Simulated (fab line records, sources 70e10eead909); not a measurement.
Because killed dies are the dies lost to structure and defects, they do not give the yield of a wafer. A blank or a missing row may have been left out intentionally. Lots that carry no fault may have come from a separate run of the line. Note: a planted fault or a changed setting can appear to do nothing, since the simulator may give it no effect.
Comparing a struck lot with a sound one ; flow nand harc ; 14 out of 1302 route steps
Sound: wafers L966.2, L966.4, L966.5. Struck: wafers L968.2, L968.6. At the end, the cause is stated.
Per side, at each step with rows, come the tool, then ch with its chambers, and then its first start. Under that, the readings that differ: sound wafers ; struck wafers ; difference of the means ; sigmas: that difference in standard deviations of wafers without a fault.
alike: readings with means less than 2 such deviations apart, plus words and numbers identical on both sides. not compared: withheld readings, readings lacking a value on some wafer, bounds such as >300 that could conceal the same value, and numbers that have no deviation in the record and whose values overlap.
A row with sigmas, a row that says differs or no value, or rows on one side alone: a step with any of these is where the two part. When numbers do not overlap yet have no deviation, they are printed without sigmas and do not part them. A reading that every wafer of one side lacks parts them only if that side has two wafers or more.

first, 1 step without rows for these wafers: NHARC_A_ONON_D1_DEP_12 (target thk 1000 nm).
NHARC_A_ONON_D1_THK_MEAS_14: measures by ellipsometry.
  sound: film metro-02 at day 11 05:25; struck: film metro-02 at day 12 01:02
reading;sound;struck;difference;sigmas
thk nm (nm);980 982 981;1009 1007;+27;+2
then, 2 steps without rows for these wafers: NHARC_A_ONON_D1_ANNEAL_15 (time 3600 s); NHARC_A_ONON_D1_DEP_16 (target thk 1000 nm).
NHARC_A_ONON_D1_THK_MEAS_18: measures by ellipsometry.
  sound: film metro-01 at day 11 13:31; struck: film metro-01 at day 12 08:49
  alike: thk nm
following that, 1 step holds no rows for these wafers, namely NHARC_A_ONON_D1_DEP_19 (target thickness 1000 nm).
NHARC_A_ONON_D1_THK_MEAS_21: measures by ellipsometry.
  sound: film metro-01 at day 11 14:05; struck: film metro-01 at day 12 09:22
reading;sound;struck;difference;sigmas
thk nm (nm);1004 1004 1004;1026 1027;+22;+2
following that, 1 step holds no rows for these wafers, namely NHARC_A_ONON_D1_DEP_22 (target thickness 1000 nm).
NHARC_A_ONON_D1_THK_MEAS_24: measures by ellipsometry.
  sound: film metro-02 at day 11 14:40; struck: film metro-01 at day 12 09:57
  alike: thk nm
following that, 1 step holds no rows for these wafers, namely NHARC_A_ONON_D1_DEP_25 (target thickness 1000 nm).
NHARC_A_ONON_D1_THK_MEAS_27: measures by ellipsometry.
  sound: film metro-01 at day 11 15:14; struck: film metro-02 at day 12 10:31
  alike: thk nm
NHARC_A_ONON_D1_DEP_28: target thk 1000 nm.
  sound on pecvd onon-04 ch 0, day 11 15:20; struck on pecvd onon-04 ch 0, day 12 10:38
  alike: nh3 flow sccm
NHARC_A_ONON_D1_THK_MEAS_30: measures by ellipsometry.
  sound: film metro-02 at day 11 15:48; struck: film metro-02 at day 12 11:05
reading;sound;struck;difference;sigmas
thk nm (nm);994 992 996;1149 1150;+156;+13
NHARC_A_ONON_D1_DEP_33: deposits SiO2, target thk 200 nm.
  sound on pecvd-03 ch 0,1,2, day 11 15:54; struck on pecvd-01 ch 1,2, day 12 11:14
  alike: heater power outer w, heater power w, mfc precursor sccm, throttle valve pct

== WHERE THEY PART ==
First at NHARC_A_ONON_D1_THK_MEAS_14; last, within this record, at NHARC_A_ONON_D1_THK_MEAS_30. Later steps at which nothing parts them and some readings are alike: NHARC_A_ONON_D1_DEP_33.

WHY: whatever the simulator had introduced
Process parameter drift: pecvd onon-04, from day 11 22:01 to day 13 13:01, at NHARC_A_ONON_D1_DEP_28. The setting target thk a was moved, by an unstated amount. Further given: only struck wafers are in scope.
